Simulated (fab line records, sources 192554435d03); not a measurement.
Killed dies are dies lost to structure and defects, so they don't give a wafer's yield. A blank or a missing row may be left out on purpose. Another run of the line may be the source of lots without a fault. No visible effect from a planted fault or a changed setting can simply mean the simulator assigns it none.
fab line records	flow n5_finfet
record lots=24	wafers=72	last_day=18
route steps=1938 shown BEOL_M2@906 BEOL_M3@944
lots with no fault: from the same line, run without faults
start_h: the number of hours between the record's first day and the start of the first shown wafer of the lot	wait_h: how many hours have passed since the lot's step before this one	" repeats the value in the row above	L1.1+2: a single row standing in for several wafers	- either no value or no given start	* or withheld: withheld	< > ~ a bound
route shown NAME@n: a module of which the file shows steps, and the number in the route of the first	usual: average and standard deviation across the fault-free wafers	same: alike in all rows	chamber/n: place in a boat	sites: each site's reading	_std_site: their standard deviation	_edge_site: the outer-site mean with the inner-site mean subtracted	radius_mm: how far each site lies from the wafer's centre	mask NAME#n: copy n	behind: the most recent tool/chamber to have shaped the wafer	hold: cause of the lot's hold/its duration in hours/its outcome	device: whichever transistor did not switch (one of n, p or np)	end of line: tests run on the same wafers once the route is complete	for a step that has no rows: nothing shown but its recipe	killed: not the wafer's yield, but the dies lost to structure and defects at the first sort	map: a wafer's dies, marking killed ones x, the rest . and places with no die _
set.NAME: the setting that was run; set.NAME@STEP: the one run at that earlier step	model.NAME: the simulator's own value behind a step, which no gauge read
the route's steps for a sample of lots (tables are steps, rows are wafers)
services: the hour from which a tool's chamber was out of use, counted from the record's first day as start_h (under 0 if before that day), plus the number of hours and why
## steps
# step N5_BEOL_M2_SPUTTER_79
# recipe material=Cu	target_thk_a=45	temp_c=-20	chamber_pressure_pa=0.07	power_w=withheld	time_s=8.29
# usual chuck_gas_flow_sccm=1.26/0.055	throttle_valve_pct=30.1/0.92
# same time_s=8.29
lot.wafer	tool	chamber	start_h	wait_h	chuck_gas_flow_sccm	throttle_valve_pct
L074.1	pvd_sputter-02	-	144.54	0.1	1.30	32.1
L074.2	"	-	"	"	1.31	29.6
L074.3	"	-	"	"	1.24	29.9
L076.1	pvd_sputter-03	-	147.70	0.1	1.37	30.6
L076.4	"	-	"	"	1.26	29.7
L076.6	"	-	"	"	1.25	29.9
L075.1	pvd_sputter-03	-	150.71	0.1	1.24	29.8
L075.3	"	-	"	"	1.31	30.3
L075.4	"	-	"	"	1.32	30.6
L077.2	pvd_sputter-02	-	153.96	0.1	1.38	29.4
L077.4	"	-	"	"	1.25	30.0
L077.6	"	-	"	"	1.34	29.6
L078.1	pvd_sputter-02	-	160.82	0.1	1.26	29.6
L078.3	"	-	"	"	1.31	29.8
L078.4	"	-	"	"	1.33	29.6
L079.2	pvd_sputter-01	-	170.09	0.1	1.26	29.9
L079.3	"	-	"	"	1.23	28.7
L079.6	"	-	"	"	1.23	29.4
L080.1	pvd_sputter-01	-	173.56	0.1	1.27	29.4
L080.3	"	-	"	"	1.23	30.2
L080.6	"	-	"	"	1.27	28.7
L081.4	pvd_sputter-01	-	182.53	0.1	1.22	30.1
L081.5	"	-	"	"	1.22	28.5
L081.6	"	-	"	"	1.22	29.9
L082.1	pvd_sputter-01	-	188.54	0.1	1.29	30.0
L082.5	"	-	"	"	1.14	28.5
L082.6	"	-	"	"	1.18	29.3
L083.2	pvd_sputter-02	-	196.05	0.1	1.23	30.1
L083.4	"	-	"	"	1.33	32.3
L083.6	"	-	"	"	1.28	29.6
L084.1	pvd_sputter-03	-	197.00	0.1	1.24	30.3
L084.3	"	-	"	"	1.30	30.5
L084.4	"	-	"	"	1.25	31.8
L085.1	pvd_sputter-01	-	201.48	0.1	1.26	30.2
L085.3	"	-	"	"	1.26	28.5
L085.5	"	-	"	"	1.22	28.5
L086.1	pvd_sputter-03	-	213.75	0.1	1.19	30.5
L086.3	"	-	"	"	1.20	31.7
L086.5	"	-	"	"	1.29	29.6
L087.2	pvd_sputter-03	-	217.88	0.1	1.26	30.5
L087.5	"	-	"	"	1.31	30.6
L087.6	"	-	"	"	1.26	29.7
L088.1	pvd_sputter-01	-	220.73	0.1	1.29	28.6
L088.3	"	-	"	"	1.25	30.5
L088.5	"	-	"	"	1.32	28.4
L089.1	pvd_sputter-03	-	230.04	0.1	1.34	30.5
L089.2	"	-	"	"	1.23	31.9
L089.6	"	-	"	"	1.25	29.7
L090.1	pvd_sputter-02	-	232.65	0.1	1.27	29.4
L090.5	"	-	"	"	1.35	29.7
L090.6	"	-	"	"	1.20	29.4
L091.1	pvd_sputter-03	-	245.54	0.1	1.26	30.5
L091.5	"	-	"	"	1.32	30.1
L091.6	"	-	"	"	1.19	31.7
L092.1	pvd_sputter-01	-	246.39	0.1	1.27	30.3
L092.3	"	-	"	"	1.31	28.7
L092.4	"	-	"	"	1.32	28.9
L093.2	pvd_sputter-03	-	262.55	0.1	1.18	31.8
L093.4	"	-	"	"	1.31	29.7
L093.5	"	-	"	"	1.21	30.3
L094.2	pvd_sputter-03	-	264.39	0.1	1.19	30.3
L094.4	"	-	"	"	1.20	32.0
L094.6	"	-	"	"	1.33	30.4
L095.3	pvd_sputter-03	-	267.85	0.1	1.21	30.1
L095.4	"	-	"	"	1.34	30.6
L095.6	"	-	"	"	1.24	30.2
L096.1	pvd_sputter-02	-	277.19	0.1	1.20	32.2
L096.5	"	-	"	"	1.32	29.7
L096.6	"	-	"	"	1.28	29.6
L097.4	pvd_sputter-01	-	277.21	0.1	1.26	30.3
L097.5	"	-	"	"	1.21	30.2
L097.6	"	-	"	"	1.23	29.9
# step N5_BEOL_M2_SPUTTER_86
# recipe material=Cu	target_thk_a=45	temp_c=-20	chamber_pressure_pa=0.07	power_w=withheld	time_s=8.29
# usual chuck_gas_flow_sccm=1.25/0.052	throttle_valve_pct=30.0/0.9
# same time_s=8.29
lot.wafer	tool	chamber	start_h	wait_h	chuck_gas_flow_sccm	throttle_valve_pct
L074.1	pvd_sputter-02	-	144.98	0.1	1.30	32.2
L074.2	"	-	"	"	1.24	30.0
L074.3	"	-	"	"	1.21	29.6
L076.1	pvd_sputter-03	-	148.14	0.1	1.28	30.6
L076.4	"	-	"	"	1.29	29.8
L076.6	"	-	"	"	1.20	29.6
L075.1	pvd_sputter-03	-	151.15	0.1	1.18	29.6
L075.3	"	-	"	"	1.29	30.4
L075.4	"	-	"	"	1.32	30.3
L077.2	pvd_sputter-02	-	154.40	0.1	1.29	29.5
L077.4	"	-	"	"	1.27	29.8
L077.6	"	-	"	"	1.26	30.1
L078.1	pvd_sputter-02	-	161.26	0.1	1.31	30.0
L078.3	"	-	"	"	1.33	29.9
L078.4	"	-	"	"	1.29	29.8
L079.2	pvd_sputter-01	-	170.53	0.1	1.33	29.9
L079.3	"	-	"	"	1.20	28.4
L079.6	"	-	"	"	1.17	29.1
L080.1	pvd_sputter-01	-	174.00	0.1	1.20	29.3
L080.3	"	-	"	"	1.28	29.9
L080.6	"	-	"	"	1.22	28.7
L081.4	pvd_sputter-01	-	182.97	0.1	1.14	30.0
L081.5	"	-	"	"	1.28	28.6
L081.6	"	-	"	"	1.28	30.2
L082.1	pvd_sputter-01	-	188.98	0.1	1.21	29.8
L082.5	"	-	"	"	1.27	28.4
L082.6	"	-	"	"	1.19	29.5
L083.2	pvd_sputter-02	-	196.49	0.1	1.26	29.7
L083.4	"	-	"	"	1.31	32.2
L083.6	"	-	"	"	1.39	29.8
L084.1	pvd_sputter-03	-	197.44	0.1	1.29	30.5
L084.3	"	-	"	"	1.26	30.3
L084.4	"	-	"	"	1.25	31.7
L085.1	pvd_sputter-01	-	201.92	0.1	1.27	30.2
L085.3	"	-	"	"	1.25	28.7
L085.5	"	-	"	"	1.17	28.3
L086.1	pvd_sputter-03	-	214.19	0.1	1.24	30.5
L086.3	"	-	"	"	1.32	31.8
L086.5	"	-	"	"	1.24	29.9
L087.2	pvd_sputter-03	-	218.32	0.1	1.25	30.5
L087.5	"	-	"	"	1.27	30.1
L087.6	"	-	"	"	1.25	29.8
L088.1	pvd_sputter-01	-	221.17	0.1	1.30	28.6
L088.3	"	-	"	"	1.24	30.2
L088.5	"	-	"	"	1.26	28.3
L089.1	pvd_sputter-03	-	230.48	0.1	1.26	30.5
L089.2	"	-	"	"	1.24	31.8
L089.6	"	-	"	"	1.32	29.9
L090.1	pvd_sputter-02	-	233.09	0.1	1.26	29.7
L090.5	"	-	"	"	1.20	29.2
L090.6	"	-	"	"	1.24	29.9
L091.1	pvd_sputter-03	-	245.98	0.1	1.23	30.5
L091.5	"	-	"	"	1.13	30.1
L091.6	"	-	"	"	1.27	31.9
L092.1	pvd_sputter-01	-	246.83	0.1	1.30	30.1
L092.3	"	-	"	"	1.32	28.4
L092.4	"	-	"	"	1.30	29.4
L093.2	pvd_sputter-03	-	262.99	0.1	1.10	31.6
L093.4	"	-	"	"	1.21	29.7
L093.5	"	-	"	"	1.23	30.2
L094.2	pvd_sputter-03	-	264.83	0.1	1.28	30.4
L094.4	"	-	"	"	1.28	31.7
L094.6	"	-	"	"	1.25	30.3
L095.3	pvd_sputter-03	-	268.29	0.1	1.13	30.3
L095.4	"	-	"	"	1.22	30.4
L095.6	"	-	"	"	1.25	30.3
L096.1	pvd_sputter-02	-	277.63	0.1	1.23	32.0
L096.5	"	-	"	"	1.23	29.4
L096.6	"	-	"	"	1.31	29.7
L097.4	pvd_sputter-01	-	277.65	0.1	1.20	30.2
L097.5	"	-	"	"	1.21	30.5
L097.6	"	-	"	"	1.17	30.1
# step N5_BEOL_M2_SPUTTER_94
# recipe material=Cu	target_thk_a=45	temp_c=-20	chamber_pressure_pa=0.07	power_w=withheld	time_s=8.29
# usual chuck_gas_flow_sccm=1.26/0.05	throttle_valve_pct=30.0/0.92
# same time_s=8.29
lot.wafer	tool	chamber	start_h	wait_h	chuck_gas_flow_sccm	throttle_valve_pct
L074.1	pvd_sputter-02	-	145.86	0.1	1.32	32.3
L074.2	"	-	"	"	1.26	29.5
L074.3	"	-	"	"	1.23	29.8
L076.1	pvd_sputter-03	-	149.02	0.1	1.33	30.6
L076.4	"	-	"	"	1.33	29.5
L076.6	"	-	"	"	1.27	29.6
L075.1	pvd_sputter-03	-	152.03	0.1	1.27	29.8
L075.3	"	-	"	"	1.27	30.0
L075.4	"	-	"	"	1.32	30.5
L077.2	pvd_sputter-02	-	155.28	0.1	1.32	29.6
L077.4	"	-	"	"	1.28	29.7
L077.6	"	-	"	"	1.22	29.5
L078.1	pvd_sputter-02	-	162.14	0.1	1.16	29.4
L078.3	"	-	"	"	1.24	30.0
L078.4	"	-	"	"	1.32	29.5
L079.2	pvd_sputter-01	-	171.41	0.1	1.23	29.9
L079.3	"	-	"	"	1.27	28.3
L079.6	"	-	"	"	1.15	29.2
L080.1	pvd_sputter-01	-	174.88	0.1	1.23	29.2
L080.3	"	-	"	"	1.24	29.9
L080.6	"	-	"	"	1.23	28.6
L081.4	pvd_sputter-01	-	183.85	0.1	1.36	30.1
L081.5	"	-	"	"	1.24	28.2
L081.6	"	-	"	"	1.28	30.0
L082.1	pvd_sputter-01	-	189.86	0.1	1.27	30.2
L082.5	"	-	"	"	1.26	28.8
L082.6	"	-	"	"	1.25	29.0
L083.2	pvd_sputter-02	-	197.37	0.1	1.23	29.8
L083.4	"	-	"	"	1.38	32.3
L083.6	"	-	"	"	1.22	29.4
L084.1	pvd_sputter-03	-	198.32	0.1	1.30	30.5
L084.3	"	-	"	"	1.28	30.2
L084.4	"	-	"	"	1.25	31.6
L085.1	pvd_sputter-01	-	202.80	0.1	1.26	30.2
L085.3	"	-	"	"	1.25	28.3
L085.5	"	-	"	"	1.26	28.3
L086.1	pvd_sputter-03	-	215.07	0.1	1.33	30.1
L086.3	"	-	"	"	1.31	31.9
L086.5	"	-	"	"	1.22	29.6
L087.2	pvd_sputter-03	-	219.20	0.1	1.25	30.5
L087.5	"	-	"	"	1.31	30.5
L087.6	"	-	"	"	1.23	29.5
L088.1	pvd_sputter-01	-	222.05	0.1	1.18	28.5
L088.3	"	-	"	"	1.18	30.2
L088.5	"	-	"	"	1.23	28.5
L089.1	pvd_sputter-03	-	231.36	0.1	1.29	30.3
L089.2	"	-	"	"	1.31	32.0
L089.6	"	-	"	"	1.15	29.8
L090.1	pvd_sputter-02	-	233.97	0.1	1.31	29.6
L090.5	"	-	"	"	1.28	29.4
L090.6	"	-	"	"	1.24	29.8
L091.1	pvd_sputter-03	-	246.86	0.1	1.30	30.4
L091.5	"	-	"	"	1.24	30.4
L091.6	"	-	"	"	1.28	31.4
L092.1	pvd_sputter-01	-	247.71	0.1	1.32	30.2
L092.3	"	-	"	"	1.22	28.6
L092.4	"	-	"	"	1.22	29.1
L093.2	pvd_sputter-03	-	263.87	0.1	1.26	31.7
L093.4	"	-	"	"	1.28	29.8
L093.5	"	-	"	"	1.20	30.0
L094.2	pvd_sputter-03	-	265.71	0.1	1.30	30.3
L094.4	"	-	"	"	1.27	31.8
L094.6	"	-	"	"	1.20	30.3
L095.3	pvd_sputter-03	-	269.17	0.1	1.27	30.4
L095.4	"	-	"	"	1.27	30.6
L095.6	"	-	"	"	1.25	30.3
L096.1	pvd_sputter-02	-	278.51	0.1	1.36	32.1
L096.5	"	-	"	"	1.27	29.3
L096.6	"	-	"	"	1.17	30.0
L097.4	pvd_sputter-01	-	278.53	0.1	1.24	30.1
L097.5	"	-	"	"	1.23	30.2
L097.6	"	-	"	"	1.21	30.0
# step N5_BEOL_M2_INSPECT_59
# recipe inspect_instrument=darkfield	mode=post_dep
# usual raw_defect_count=76/29
lot.wafer	tool	chamber	start_h	wait_h	raw_defect_count
L074.1	defect_inspect-01	-	147.17	0.0	59
L074.2	"	-	"	"	97
L074.3	"	-	"	"	82
L076.1	defect_inspect-02	-	150.63	0.0	69
L076.4	"	-	"	"	58
L076.6	"	-	"	"	57
L075.1	defect_inspect-01	-	153.33	0.0	77
L075.3	"	-	"	"	80
L075.4	"	-	"	"	54
L077.2	defect_inspect-01	-	156.57	0.0	63
L077.4	"	-	"	"	51
L077.6	"	-	"	"	70
L078.1	defect_inspect-02	-	163.43	0.0	84
L078.3	"	-	"	"	121
L078.4	"	-	"	"	98
L079.2	defect_inspect-01	-	172.71	0.0	109
L079.3	"	-	"	"	202
L079.6	"	-	"	"	118
L080.1	defect_inspect-02	-	176.17	0.0	55
L080.3	"	-	"	"	63
L080.6	"	-	"	"	54
L081.4	defect_inspect-02	-	185.15	0.0	93
L081.5	"	-	"	"	68
L081.6	"	-	"	"	86
L082.1	defect_inspect-01	-	191.20	0.0	125
L082.5	"	-	"	"	98
L082.6	"	-	"	"	90
L083.2	defect_inspect-01	-	198.67	0.0	41
L083.4	"	-	"	"	91
L083.6	"	-	"	"	104
L084.1	defect_inspect-01	-	199.61	0.0	54
L084.3	"	-	"	"	63
L084.4	"	-	"	"	40
L085.1	defect_inspect-01	-	204.15	0.0	49
L085.3	"	-	"	"	82
L085.5	"	-	"	"	71
L086.1	defect_inspect-02	-	216.36	0.0	66
L086.3	"	-	"	"	92
L086.5	"	-	"	"	85
L087.2	defect_inspect-01	-	223.97	0.0	46
L087.5	"	-	"	"	72
L087.6	"	-	"	"	70
L088.1	defect_inspect-02	-	228.14	0.0	60
L088.3	"	-	"	"	83
L088.5	"	-	"	"	76
L089.1	defect_inspect-02	-	235.11	0.0	106
L089.2	"	-	"	"	49
L089.6	"	-	"	"	65
L090.1	defect_inspect-02	-	236.21	0.0	71
L090.5	"	-	"	"	76
L090.6	"	-	"	"	56
L091.1	defect_inspect-02	-	248.17	0.0	85
L091.5	"	-	"	"	65
L091.6	"	-	"	"	47
L092.1	defect_inspect-02	-	249.26	0.0	84
L092.3	"	-	"	"	50
L092.4	"	-	"	"	64
L093.2	defect_inspect-02	-	265.17	0.0	59
L093.4	"	-	"	"	83
L093.5	"	-	"	"	35
L094.2	defect_inspect-01	-	267.01	0.0	77
L094.4	"	-	"	"	117
L094.6	"	-	"	"	99
L095.3	defect_inspect-01	-	270.60	0.0	47
L095.4	"	-	"	"	93
L095.6	"	-	"	"	43
L097.4	defect_inspect-01	-	279.82	0.0	77
L097.5	"	-	"	"	78
L097.6	"	-	"	"	55
L096.1	defect_inspect-02	-	279.83	0.0	95
L096.5	"	-	"	"	107
L096.6	"	-	"	"	111
# step N5_BEOL_M3_CD_MEAS_11
# recipe target_cd_nm=17.05	landing_energy_ev=500	detector=se_inlens	polarity=opening
# usual cd_nm=17.17/0.24
# same landing_energy_ev=500
lot.wafer	tool	chamber	start_h	wait_h	cd_nm
L074.1	cd_sem-02	0	149.42	-	17.30
L074.2	"	0	"	"	17.22
L074.3	"	0	"	"	17.32
L076.1	cd_sem-02	0	152.85	-	17.45
L076.4	"	0	"	"	17.23
L076.6	"	0	"	"	16.72
L075.1	cd_sem-02	0	156.61	-	17.35
L075.3	"	0	"	"	17.20
L075.4	"	0	"	"	17.55
L077.2	cd_sem-01	0	157.93	-	17.34
L077.4	"	0	"	"	17.25
L077.6	"	0	"	"	17.09
L078.1	cd_sem-02	0	164.58	-	17.02
L078.3	"	0	"	"	17.42
L078.4	"	0	"	"	17.26
L079.2	cd_sem-03	0	173.34	-	17.27
L079.3	"	0	"	"	17.32
L079.6	"	0	"	"	17.36
L080.1	cd_sem-02	0	179.05	-	16.73
L080.3	"	0	"	"	17.23
L080.6	"	0	"	"	17.13
L081.4	cd_sem-03	0	187.69	-	16.85
L081.5	"	0	"	"	17.31
L081.6	"	0	"	"	17.11
L082.1	cd_sem-01	0	193.05	-	17.68
L082.5	"	0	"	"	17.33
L082.6	"	0	"	"	17.18
L083.2	cd_sem-02	0	200.23	-	17.10
L083.4	"	0	"	"	16.87
L083.6	"	0	"	"	16.73
L084.1	cd_sem-02	0	200.81	-	17.24
L084.3	"	0	"	"	17.51
L084.4	"	0	"	"	17.28
L085.1	cd_sem-03	0	207.32	-	17.50
L085.3	"	0	"	"	17.31
L085.5	"	0	"	"	17.24
L086.1	cd_sem-03	0	217.54	-	17.33
L086.3	"	0	"	"	16.84
L086.5	"	0	"	"	16.86
L087.2	cd_sem-01	0	226.21	-	16.90
L087.5	"	0	"	"	16.88
L087.6	"	0	"	"	17.12
L088.1	cd_sem-03	0	228.85	-	17.46
L088.3	"	0	"	"	17.60
L088.5	"	0	"	"	17.27
L089.1	cd_sem-02	0	239.80	-	17.07
L089.2	"	0	"	"	17.46
L089.6	"	0	"	"	17.08
L090.1	cd_sem-01	0	240.21	-	16.86
L090.5	"	0	"	"	17.07
L090.6	"	0	"	"	16.89
L091.1	cd_sem-02	0	249.20	-	17.01
L091.5	"	0	"	"	17.42
L091.6	"	0	"	"	16.98
L092.1	cd_sem-03	0	249.85	-	17.13
L092.3	"	0	"	"	17.62
L092.4	"	0	"	"	17.56
L093.2	cd_sem-02	0	266.40	-	16.61
L093.4	"	0	"	"	17.08
L093.5	"	0	"	"	16.67
L094.2	cd_sem-03	0	268.00	-	16.97
L094.4	"	0	"	"	16.84
L094.6	"	0	"	"	17.30
L095.3	cd_sem-03	0	271.59	-	17.06
L095.4	"	0	"	"	17.01
L095.6	"	0	"	"	17.07
L097.4	cd_sem-01	0	281.77	-	17.28
L097.5	"	0	"	"	17.13
L097.6	"	0	"	"	17.23
L096.1	cd_sem-03	0	281.80	-	17.28
L096.5	"	0	"	"	17.27
L096.6	"	0	"	"	17.21
# step N5_BEOL_M3_ETCH_64
# recipe chemistry=N2/H2	target=SOC	target_depth_a=750	overetch_a=150	mask_material=SiARC	temp_c=40	time_s=112.5	ion_energy_ev=200	pressure_mtorr=30	source_w=840	bias_w=150	n2_flow_sccm=200	h2_flow_sccm=200
# usual drypump_motor_current_A=5.4/0.37	oes_product_au=0.64/0.063	rf_vpp_V=523.7/1.8	showerhead_plenum_p_Torr=2.53/0.061	throttle_valve_pct=17.85/0.25
# same time_s=112.5
lot.wafer	tool	chamber	start_h	wait_h	drypump_motor_current_A	oes_product_au	rf_hours_counter_h	rf_vpp_V	showerhead_plenum_p_Torr	throttle_valve_pct
L074.1	rie_diel-04	2	150.23	0.0	5.2	0.73	22	524.7	2.60	17.86
L074.2	"	0	"	"	5.6	0.76	4	522.9	2.51	17.90
L074.3	"	1	"	"	5.4	0.58	174	523.3	2.52	18.04
L076.1	rie_diel-04	0	153.05	0.0	5.7	0.76	5	522.7	2.51	17.91
L076.4	"	0	"	"	5.6	0.76	-	523.0	2.51	17.90
L076.6	"	1	"	"	5.4	0.58	-	524.8	2.52	18.04
L075.1	rie_diel-04	0	156.81	0.0	5.6	0.75	7	522.4	2.51	17.90
L075.3	"	2	"	"	5.2	0.73	25	523.7	2.60	17.83
L075.4	"	2	"	"	5.2	0.72	-	523.3	2.60	17.85
L077.2	rie_diel-04	0	158.20	0.0	5.6	0.75	8	522.8	2.50	17.89
L077.4	"	1	"	"	5.4	0.58	-	523.6	2.52	18.04
L077.6	"	2	"	"	5.2	0.71	-	525.6	2.60	17.84
L078.1	rie_diel-06	3	164.78	0.0	4.8	0.69	30	523.3	2.50	17.59
L078.3	"	1	"	"	6.3	0.71	21	527.1	2.69	17.54
L078.4	"	2	"	"	5.6	0.62	120	522.3	2.45	18.10
L079.2	rie_diel-05	2	173.54	0.0	5.8	0.66	61	525.5	2.57	17.66
L079.3	"	0	"	"	5.1	0.61	121	521.8	2.46	18.12
L079.6	"	2	"	"	5.8	0.66	-	524.7	2.57	17.65
L080.1	rie_diel-06	3	179.63	0.0	4.8	0.70	35	520.8	2.50	17.59
L080.3	"	2	"	"	5.6	0.61	124	523.0	2.45	18.10
L080.6	"	2	"	"	5.6	0.61	-	521.2	2.45	18.10
L081.4	rie_diel-05	1	187.89	0.0	5.8	0.65	97	524.4	2.56	17.69
L081.5	"	0	"	"	5.2	0.62	-	520.6	2.46	18.12
L081.6	"	1	"	"	5.8	0.64	-	525.3	2.56	17.69
L082.1	rie_diel-05	3	193.42	0.0	5.7	0.54	221	527.1	2.62	17.89
L082.5	"	3	"	"	5.7	0.54	-	525.8	2.62	17.90
L082.6	"	0	"	"	5.1	0.61	-	521.8	2.46	18.12
L083.2	rie_diel-04	0	200.51	0.0	5.6	0.71	23	522.9	2.50	17.95
L083.4	"	1	"	"	5.4	0.57	193	524.1	2.51	18.08
L083.6	"	3	"	"	4.8	0.76	-	523.9	2.48	17.21
L084.1	rie_diel-06	0	201.01	0.0	5.0	0.55	229	522.9	2.53	18.45
L084.3	"	2	"	"	5.7	0.61	130	522.0	2.45	18.13
L084.4	"	1	"	"	6.3	0.69	31	527.2	2.69	17.55
L085.1	rie_diel-05	1	207.52	0.0	5.8	0.64	101	524.4	2.56	17.68
L085.3	"	0	"	"	5.2	0.61	130	521.8	2.46	18.12
L085.5	"	0	"	"	5.1	0.61	-	522.3	2.46	18.12
L086.1	rie_diel-05	3	217.74	0.0	5.7	0.54	227	525.9	2.62	17.91
L086.3	"	2	"	"	5.8	0.65	72	525.6	2.57	17.67
L086.5	"	1	"	"	5.8	0.64	-	525.6	2.55	17.68
L087.2	rie_diel-04	3	226.41	0.0	4.8	0.74	15	521.8	2.47	17.26
L087.5	"	1	"	"	5.4	0.57	-	522.6	2.51	18.09
L087.6	"	2	"	"	5.2	0.69	-	525.6	2.59	17.91
L088.1	rie_diel-04	2	229.62	0.0	5.2	0.69	49	525.0	2.59	17.90
L088.3	"	1	"	"	5.4	0.56	201	523.9	2.51	18.08
L088.5	"	2	"	"	5.2	0.68	-	523.8	2.59	17.89
L089.1	rie_diel-05	0	240.00	0.0	5.2	0.61	139	521.6	2.45	18.14
L089.2	"	1	"	"	5.8	0.63	110	525.0	2.55	17.72
L089.6	"	2	"	"	5.8	0.65	-	525.1	2.57	17.68
L090.1	rie_diel-05	1	240.41	0.0	5.8	0.64	110	524.3	2.55	17.72
L090.5	"	2	"	"	5.9	0.65	-	525.6	2.57	17.69
L090.6	"	3	"	"	5.7	0.53	-	525.9	2.62	17.91
L091.1	rie_diel-04	2	249.40	0.0	5.2	0.67	54	524.8	2.59	17.89
L091.5	"	0	"	"	5.6	0.69	-	523.3	2.49	17.97
L091.6	"	1	"	"	5.4	0.56	-	524.2	2.51	18.11
L092.1	rie_diel-04	1	250.21	0.0	5.3	0.56	208	524.2	2.51	18.09
L092.3	"	0	"	"	5.6	0.70	37	521.5	2.49	17.95
L092.4	"	3	"	"	4.8	0.73	21	524.2	2.47	17.26
L093.2	rie_diel-05	1	266.80	0.0	5.8	0.62	118	524.5	2.55	17.72
L093.4	"	2	"	"	5.9	0.64	87	523.2	2.56	17.70
L093.5	"	1	"	"	5.8	0.62	-	524.2	2.55	17.73
L094.2	rie_diel-04	0	268.21	0.0	5.6	0.68	42	522.7	2.49	17.95
L094.4	"	3	"	"	4.8	0.71	27	522.0	2.47	17.25
L094.6	"	3	"	"	4.8	0.72	-	522.8	2.47	17.27
L095.3	rie_diel-04	0	271.79	0.0	5.6	0.68	44	521.2	2.49	17.98
L095.4	"	2	"	"	5.2	0.66	61	524.3	2.58	17.90
L095.6	"	3	"	"	4.8	0.71	-	524.0	2.47	17.28
L097.4	rie_diel-06	3	282.02	0.1	4.8	0.66	-	522.0	2.49	17.67
L097.5	"	2	"	"	5.6	0.58	-	520.3	2.44	18.15
L097.6	"	1	"	"	6.3	0.66	-	527.3	2.68	17.60
L096.1	rie_diel-05	1	282.04	0.0	5.8	0.62	123	524.1	2.55	17.73
L096.5	"	2	"	"	5.8	0.65	-	525.3	2.56	17.71
L096.6	"	1	"	"	5.8	0.62	-	524.4	2.55	17.73
## services
tool	chamber	start_h	hours	kind
rie_diel-04	0	121.04	-	clean
rie_diel-04	0	121.04	-	consumable_replace:focus_ring
rie_diel-04	0	121.04	17.3	scheduled_down
rie_diel-04	0	121.04	17.3	vent_cycle
rie_diel-06	3	129.28	3.8	repair
rie_diel-04	2	140.35	6.3	repair
rie_diel-04	3	142.94	15.3	repair
rie_diel-06	3	153.13	9.8	repair
rie_diel-06	2	156.30	7.3	repair
rie_diel-04	3	158.35	-	clean
rie_diel-04	3	158.35	-	consumable_replace:focus_ring
rie_diel-04	3	158.35	17.2	scheduled_down
rie_diel-04	3	158.35	17.2	vent_cycle
rie_diel-05	3	159.35	16.8	repair
rie_diel-05	0	165.72	3.0	repair
rie_diel-05	-	199.23	2.8	pm
rie_diel-06	0	261.52	-	clean
rie_diel-06	0	261.52	-	consumable_replace:focus_ring
rie_diel-06	0	261.52	27.6	scheduled_down
rie_diel-06	0	261.52	27.6	vent_cycle
rie_diel-05	2	268.41	8.9	repair
rie_diel-04	0	281.69	8.8	repair
## key
fault none
